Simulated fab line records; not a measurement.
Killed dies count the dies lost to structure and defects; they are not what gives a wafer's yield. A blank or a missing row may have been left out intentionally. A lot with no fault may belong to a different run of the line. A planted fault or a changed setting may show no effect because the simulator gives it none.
fab line records -- flow n5-finfet
[record] lots = 11, wafers = 33, last-day = 17
route steps=1938 shown STI_FIN_REVEAL@196 BEOL_M4@1085 PASSIVATION@1936
lots that met no fault: taken from a fault-free run of the same line
start-h: hours from the record's opening day to when the first of the lot's shown wafers began -- wait-h: hours elapsed since this lot's preceding step -- " same as the row above -- L1.1+2: a row that stands for several wafers -- - no value, or no start was given -- * or withheld: withheld -- < > ~ a bound
route shown NAME@n: NAME is a module with steps in the file, n the number in the route of the first one -- usual: mean/standard deviation taken from wafers without a fault -- same: alike in all rows -- chamber/n: place in a boat -- sites: the reading at each site -- _std_site: their standard deviation -- _edge_site: the outer-site mean with the inner-site mean subtracted -- radius-mm: how far each site lies from the wafer's centre -- mask NAME#n: copy n -- behind: the most recent tool/chamber to have shaped the wafer -- hold: reason for holding the lot/hours on hold/outcome of the hold -- device: the n, p or np transistor that did not switch -- end of line: the same wafers' tests at the end of the route -- a step given without rows: its recipe and nothing more -- killed: dies lost to structure and defects at the first sort, not the wafer's yield -- map: the dies of a wafer, with x for killed, . for not killed, _ for no die there
set.NAME: the run value of the setting; set.NAME@STEP: its run value at that earlier step -- model.NAME: the simulator's own value behind a step, which no gauge read
route steps across a sampled set of lots; one table per step, one row per wafer
services: a tool's chamber out of use, with start hour (start-h, from the record's first day; less than 0 if before it), hours out, and reason
[[steps]]
[step N5_STI_FIN_REVEAL_RECESS_09]
[recipe] chemistry = HF/NH3, target = SiO2, afs-cycles = 11, target-depth-a = 425, temp-c = 30, sublimation-temp-c = 180, sublimation-time-s = 60
[usual] drypump-motor-current-A = 5.6/0.36
lot.wafer,tool,chamber,start-h,wait-h,drypump-motor-current-A
L593.2,vapor-etch-01,1,33.73,0.0,5.4
L593.5,vapor-etch-01,1,34.79,1.1,5.4
L593.6,vapor-etch-01,0,34.79,1.1,5.4
L594.3,vapor-etch-02,0,41.34,0.6,5.3
L594.4,vapor-etch-02,1,41.34,0.6,6.2
L594.6,vapor-etch-02,1,41.34,0.6,6.2
L596.1,vapor-etch-01,1,52.56,0.0,5.4
L596.2,vapor-etch-01,0,52.56,0.0,5.4
L596.3,vapor-etch-01,0,52.56,0.0,5.4
L597.1,vapor-etch-01,1,61.44,0.0,5.4
L597.5,vapor-etch-01,1,62.50,1.1,5.4
L597.6,vapor-etch-01,0,62.50,1.1,5.4
L599.3,vapor-etch-01,1,70.64,0.6,5.4
L599.4,vapor-etch-01,0,70.64,0.6,5.4
L599.6,vapor-etch-01,1,70.64,0.6,5.4
L600.3,vapor-etch-02,0,76.73,0.6,5.3
L600.4,vapor-etch-02,1,76.73,0.6,6.2
L600.5,vapor-etch-02,0,76.73,0.6,5.3
L601.2,vapor-etch-01,1,81.64,0.0,5.4
L601.3,vapor-etch-01,0,81.64,0.0,5.4
L601.6,vapor-etch-01,0,81.64,0.0,5.4
L603.1,vapor-etch-01,1,93.96,0.0,5.4
L603.3,vapor-etch-01,1,93.96,0.0,5.4
L603.5,vapor-etch-01,0,93.96,0.0,5.4
L608.1,vapor-etch-02,0,124.34,0.0,5.3
L608.4,vapor-etch-02,1,124.34,0.0,6.2
L608.6,vapor-etch-02,0,124.34,0.0,5.3
L613.1,vapor-etch-02,1,154.24,0.0,6.2
L613.4,vapor-etch-02,1,154.24,0.0,6.2
L613.5,vapor-etch-02,1,154.24,0.0,6.2
L615.3,vapor-etch-02,1,166.26,0.6,6.2
L615.4,vapor-etch-02,0,166.26,0.6,5.4
L615.6,vapor-etch-02,1,166.26,0.6,6.2
[step N5_BEOL_M4_ANNEAL_49]
[recipe] temp-c = 400, time-s = 240, ambient = vacuum
[usual] heater-power-w = 866/41
lot.wafer,tool,chamber,start-h,wait-h,heater-power-w
L594.3,pvd-sputter-02,-,160.23,0.0,882
L594.4,pvd-sputter-02,-,160.23,0.0,824
L594.6,pvd-sputter-02,-,160.23,0.0,864
L593.2,pvd-sputter-01,-,175.22,0.0,821
L593.5,pvd-sputter-01,-,175.22,0.0,843
L593.6,pvd-sputter-01,-,175.22,0.0,934
L596.1,pvd-sputter-03,-,178.46,0.0,855
L596.2,pvd-sputter-03,-,178.46,0.0,941
L596.3,pvd-sputter-03,-,178.46,0.0,821
L597.1,pvd-sputter-02,-,192.48,0.0,867
L597.5,pvd-sputter-02,-,192.48,0.0,885
L597.6,pvd-sputter-02,-,192.48,0.0,844
L599.3,pvd-sputter-03,-,200.99,0.0,909
L599.4,pvd-sputter-03,-,200.99,0.0,838
L599.6,pvd-sputter-03,-,200.99,0.0,846
L601.2,pvd-sputter-03,-,207.32,0.0,841
L601.3,pvd-sputter-03,-,207.32,0.0,784
L601.6,pvd-sputter-03,-,207.32,0.0,814
L600.3,pvd-sputter-02,-,207.46,0.0,884
L600.4,pvd-sputter-02,-,207.46,0.0,840
L600.5,pvd-sputter-02,-,207.46,0.0,893
L603.1,pvd-sputter-01,-,223.47,0.0,837
L603.3,pvd-sputter-01,-,223.47,0.0,828
L603.5,pvd-sputter-01,-,223.47,0.0,827
L608.1,pvd-sputter-03,-,262.83,0.0,842
L608.4,pvd-sputter-03,-,262.83,0.0,834
L608.6,pvd-sputter-03,-,262.83,0.0,834
L613.1,pvd-sputter-03,-,286.75,0.0,889
L613.4,pvd-sputter-03,-,286.75,0.0,820
L613.5,pvd-sputter-03,-,286.75,0.0,891
L615.3,pvd-sputter-01,-,300.77,0.0,865
L615.4,pvd-sputter-01,-,300.77,0.0,851
L615.6,pvd-sputter-01,-,300.77,0.0,922
[step N5_BEOL_M4_ANNEAL_87]
[recipe] temp-c = 400, time-s = 240, ambient = vacuum
[usual] heater-power-w = 868/42
lot.wafer,tool,chamber,start-h,wait-h,heater-power-w
L594.3,pvd-sputter-02,-,160.89,0.0,879
L594.4,pvd-sputter-02,-,160.89,0.0,813
L594.6,pvd-sputter-02,-,160.89,0.0,888
L593.2,pvd-sputter-01,-,175.88,0.0,853
L593.5,pvd-sputter-01,-,175.88,0.0,852
L593.6,pvd-sputter-01,-,175.88,0.0,949
L596.1,pvd-sputter-03,-,179.12,0.0,854
L596.2,pvd-sputter-03,-,179.12,0.0,947
L596.3,pvd-sputter-03,-,179.12,0.0,811
L597.1,pvd-sputter-02,-,193.14,0.0,858
L597.5,pvd-sputter-02,-,193.14,0.0,888
L597.6,pvd-sputter-02,-,193.14,0.0,836
L599.3,pvd-sputter-03,-,201.65,0.0,888
L599.4,pvd-sputter-03,-,201.65,0.0,845
L599.6,pvd-sputter-03,-,201.65,0.0,832
L601.2,pvd-sputter-03,-,207.98,0.0,884
L601.3,pvd-sputter-03,-,207.98,0.0,801
L601.6,pvd-sputter-03,-,207.98,0.0,811
L600.3,pvd-sputter-02,-,208.12,0.0,882
L600.4,pvd-sputter-02,-,208.12,0.0,816
L600.5,pvd-sputter-02,-,208.12,0.0,874
L603.1,pvd-sputter-01,-,224.13,0.0,833
L603.3,pvd-sputter-01,-,224.13,0.0,816
L603.5,pvd-sputter-01,-,224.13,0.0,834
L608.1,pvd-sputter-03,-,263.49,0.0,835
L608.4,pvd-sputter-03,-,263.49,0.0,808
L608.6,pvd-sputter-03,-,263.49,0.0,810
L613.1,pvd-sputter-03,-,287.41,0.0,905
L613.4,pvd-sputter-03,-,287.41,0.0,852
L613.5,pvd-sputter-03,-,287.41,0.0,898
L615.3,pvd-sputter-01,-,301.43,0.0,827
L615.4,pvd-sputter-01,-,301.43,0.0,845
L615.6,pvd-sputter-01,-,301.43,0.0,963
[step N5_BEOL_M4_ANNEAL_95]
[recipe] temp-c = 400, time-s = 240, ambient = vacuum
[usual] heater-power-w = 869/42
lot.wafer,tool,chamber,start-h,wait-h,heater-power-w
L594.3,pvd-sputter-02,-,161.77,0.0,864
L594.4,pvd-sputter-02,-,161.77,0.0,834
L594.6,pvd-sputter-02,-,161.77,0.0,879
L593.2,pvd-sputter-01,-,176.76,0.0,846
L593.5,pvd-sputter-01,-,176.76,0.0,847
L593.6,pvd-sputter-01,-,176.76,0.0,954
L596.1,pvd-sputter-03,-,180.00,0.0,863
L596.2,pvd-sputter-03,-,180.00,0.0,940
L596.3,pvd-sputter-03,-,180.00,0.0,805
L597.1,pvd-sputter-02,-,194.02,0.0,879
L597.5,pvd-sputter-02,-,194.02,0.0,903
L597.6,pvd-sputter-02,-,194.02,0.0,822
L599.3,pvd-sputter-03,-,202.53,0.0,900
L599.4,pvd-sputter-03,-,202.53,0.0,860
L599.6,pvd-sputter-03,-,202.53,0.0,858
L601.2,pvd-sputter-03,-,208.86,0.0,880
L601.3,pvd-sputter-03,-,208.86,0.0,812
L601.6,pvd-sputter-03,-,208.86,0.0,818
L600.3,pvd-sputter-02,-,209.00,0.0,876
L600.4,pvd-sputter-02,-,209.00,0.0,846
L600.5,pvd-sputter-02,-,209.00,0.0,867
L603.1,pvd-sputter-01,-,225.01,0.0,852
L603.3,pvd-sputter-01,-,225.01,0.0,860
L603.5,pvd-sputter-01,-,225.01,0.0,860
L608.1,pvd-sputter-03,-,264.37,0.0,850
L608.4,pvd-sputter-03,-,264.37,0.0,829
L608.6,pvd-sputter-03,-,264.37,0.0,838
L613.1,pvd-sputter-03,-,288.29,0.0,883
L613.4,pvd-sputter-03,-,288.29,0.0,849
L613.5,pvd-sputter-03,-,288.29,0.0,893
L615.3,pvd-sputter-01,-,302.31,0.0,827
L615.4,pvd-sputter-01,-,302.31,0.0,849
L615.6,pvd-sputter-01,-,302.31,0.0,954
[step N5_BEOL_M4_RC_MEAS_101]
[usual] DIBL_N = 36.5/1.4, DIBL_P = 36.6/1.9, IOFF_N = 0.167/0.029, IOFF_P = 0.21/0.033, ION_N = 674/12, ION_P = 460/8.9, SS_N = 71.6/0.57, SS_P = 73.4/0.61, VT_N = 249/3.3, VT_P = -250/3.3
lot.wafer,tool,chamber,start-h,wait-h,DIBL_N[mV/V],DIBL_P[mV/V],IOFF_N[nA/um],IOFF_P[nA/um],ION_N[uA/um],ION_P[uA/um],SS_N[mV/dec],SS_P[mV/dec],VT_N[mV],VT_P[mV]
L594.3,prober-01,0,164.05,0.9,34.9,35.9,0.152,0.17,682,454,71.5,73.3,250,-254
L594.4,prober-01,0,164.05,0.9,34.5,35.7,0.133,0.18,660,449,71.4,73.7,251,-253
L594.6,prober-01,0,164.05,0.9,37.4,37.8,0.186,0.20,670,453,72.5,73.2,244,-253
L593.2,prober-01,0,178.16,0.2,33.5,31.3,0.126,0.18,677,470,70.3,72.9,250,-249
L593.5,prober-01,0,178.16,0.2,36.6,35.8,0.180,0.25,694,480,71.8,73.1,245,-247
L593.6,prober-01,0,178.16,0.2,33.2,31.9,0.119,0.18,671,460,70.9,72.5,252,-250
L596.1,prober-02,0,181.24,0.0,36.0,37.2,0.162,0.23,693,478,71.3,72.9,252,-252
L596.2,prober-02,0,181.24,0.0,34.5,34.3,0.130,0.19,667,460,71.4,72.8,253,-250
L596.3,prober-02,0,181.24,0.0,36.4,36.9,0.145,0.22,659,457,72.1,73.6,252,-250
L597.1,prober-02,0,195.26,0.0,36.6,35.3,0.158,0.23,678,467,71.5,73.4,250,-248
L597.5,prober-02,0,195.26,0.0,35.1,33.9,0.135,0.21,662,462,70.4,73.0,252,-248
L597.6,prober-02,0,195.26,0.0,37.3,36.3,0.173,0.25,677,470,71.1,73.6,250,-244
L599.3,prober-01,0,204.07,0.3,37.1,38.5,0.212,0.25,682,468,72.3,73.9,246,-248
L599.4,prober-01,0,204.07,0.3,35.5,35.8,0.180,0.21,694,470,72.4,72.8,246,-249
L599.6,prober-01,0,204.07,0.3,35.7,36.4,0.170,0.21,678,462,72.6,73.1,248,-249
L601.2,prober-02,0,210.35,0.2,36.2,35.3,0.164,0.18,669,453,72.0,72.7,249,-253
L601.3,prober-02,0,210.35,0.2,35.3,35.3,0.157,0.18,678,457,71.5,73.0,248,-253
L601.6,prober-02,0,210.35,0.2,37.7,38.0,0.191,0.23,679,467,72.2,74.1,245,-249
L600.3,prober-01,0,210.55,0.3,36.1,36.2,0.176,0.26,697,483,71.6,73.3,245,-244
L600.4,prober-01,0,210.55,0.3,34.1,34.4,0.137,0.23,680,475,70.8,73.2,249,-244
L600.5,prober-01,0,210.55,0.3,37.8,38.3,0.221,0.30,711,487,72.2,74.0,242,-242
L603.1,prober-02,0,226.25,0.0,37.5,40.1,0.170,0.22,682,463,71.9,73.5,251,-251
L603.3,prober-02,0,226.25,0.0,35.7,38.1,0.151,0.20,666,461,72.4,73.6,250,-252
L603.5,prober-02,0,226.25,0.0,38.2,37.6,0.185,0.18,626,426,73.9,74.3,251,-257
L608.1,prober-01,0,265.74,0.0,37.8,38.8,0.196,0.22,677,460,71.7,73.6,245,-248
L608.4,prober-01,0,265.74,0.0,36.9,37.7,0.180,0.21,685,464,71.3,73.5,247,-250
L608.6,prober-01,0,265.74,0.0,35.8,36.3,0.148,0.19,670,461,71.3,73.9,249,-252
L613.1,prober-02,0,289.57,0.0,36.3,36.5,0.160,0.20,671,456,72.0,74.1,248,-253
L613.4,prober-02,0,289.57,0.0,35.6,36.2,0.138,0.20,660,451,71.5,73.5,254,-255
L613.5,prober-02,0,289.57,0.0,35.4,35.1,0.140,0.19,673,459,70.9,74.4,252,-253
L615.3,prober-01,0,304.14,0.3,36.3,35.9,0.147,0.21,659,459,71.3,72.9,253,-249
L615.4,prober-01,0,304.14,0.3,38.2,37.1,0.161,0.23,665,457,71.4,73.6,250,-250
L615.6,prober-01,0,304.14,0.3,37.6,37.4,0.169,0.24,668,464,72.0,73.7,246,-249
[step N5_PASSIVATION_PROBE_49]
[usual] defect-limited-yield = 91.2/1.6, killed_at_M0_to_M3 = 34/11, killed_at_M4_up = 14/5.7, killed-at-contacts = 14/6.6, killed-at-front-end = 37/10, killed-at-other = 4/3.2, killed-dies = 104/19, killed-open = 69/13, killed-short = 33/8.7, sort_bin_5_function = 5.1/1, sort_bin_6_memory = 3.3/0.76, sort_bin_8_speed = 0.00/0.016, sort-n-pass = 1076/19, sort-yield-pct = 91.2/1.6
[same] gross-dies = 1180, killed-at-back-side = 0, sort_bin_4_leakage[%] = 0
lot.wafer,tool,chamber,start-h,wait-h,defect-limited-yield[%],killed_at_M0_to_M3,killed_at_M4_up,killed-at-contacts,killed-at-front-end,killed-at-other,killed-dies,killed-open,killed-short,sort_bin_5_function[%],sort_bin_6_memory[%],sort_bin_8_speed[%],sort-n-pass,sort-yield-pct[%]
L603.1,prober-01,-,326.27,0.0,91.0,36,20,9,30,11,106,63,40,4.5,4.3,0,1074,91.0
L603.3,prober-01,-,326.37,0.1,90.9,38,12,2,48,7,107,72,31,5.6,3.3,0,1073,90.9
L603.5,prober-01,-,326.47,0.2,89.4,44,16,15,39,11,125,88,35,6.6,3.9,24.07,771,65.3
// killed by level:class
L603.1 BEOL_M0_SAQP:geometric-particle:short=8 BEOL_M4:geometric-particle:open=8 PAD_METAL:geometric-particle:short=8 MOL_CONTACT_COAG:geometric-particle:open=7 BEOL_M2:geometric-particle:open=7 FIN_SAQP:geometric-particle:open=6 BEOL_M0_SAQP:geometric-particle:open=6 GATE_CUT:geometric-particle:short=5
L603.3 FIN_SAQP:geometric-particle:open=13 FIN_SAQP:geometric-particle:short=11 BEOL_M0_SAQP:geometric-particle:open=11 BEOL_M1:geometric-particle:open=7 BEOL_M3:geometric-particle:open=7 GATE_CUT:geometric-particle:short=6 STI_FIN_REVEAL:geometric-particle:open=5 BEOL_M0_SAQP:geometric-particle:short=5
L603.5 FIN_SAQP:geometric-particle:open=16 MOL_CONTACT_COAG:geometric-particle:open=13 BEOL_M2:geometric-particle:open=13 FIN_SAQP:geometric-particle:short=9 BEOL_M0_SAQP:geometric-particle:open=8 BEOL_M4:geometric-particle:open=8 BEOL_M0_SAQP:geometric-particle:short=6 BEOL_M1:geometric-particle:open=5
[[services]]
tool,chamber,start-h,hours,kind
pvd-sputter-03,-,45.74,2.7,repair
pvd-sputter-01,-,70.44,1.0,repair
vapor-etch-01,1,128.25,3.4,repair
vapor-etch-02,-,189.89,14.6,pm
vapor-etch-01,-,200.94,0.6,repair
vapor-etch-02,-,216.99,22.9,repair
[[key]]
[first-sign] step = N5_BEOL_M4_RC_MEAS_101, reading = ION_N, direction = down, sigmas = 4, usual = 674, struck = 626
[effect] step = N5_BEOL_M4_RC_MEAS_101, reading = SS_N, direction = up, sigmas = 4, usual = 71.6, struck = 73.9
[effect] step = N5_BEOL_M4_RC_MEAS_101, reading = ION_P, direction = down, sigmas = 3.8, usual = 460, struck = 426
[effect] step = N5_PASSIVATION_PROBE_49, reading = sort_bin_8_speed, direction = up, sigmas = 99+, usual = 0.00, struck = 24.07
met-at N5_STI_FIN_REVEAL_RECESS_09
struck-lots L603
struck-wafers L603.5
not-acting-at N5_BEOL_M4_ANNEAL_49,N5_BEOL_M4_ANNEAL_87,N5_BEOL_M4_ANNEAL_95
onset-between 81.64 93.96
[fault] kind = process-parameter-drift, tool = vapor-etch-01, chamber = -, onset-h = 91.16, steps = N5_STI_FIN_REVEAL_RECESS_09, channel = target-depth-a, offset = -29.051, shape = step, end-h = 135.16, scope = struck-wafers-only, acts-in = these-recipes-only, stated = 425
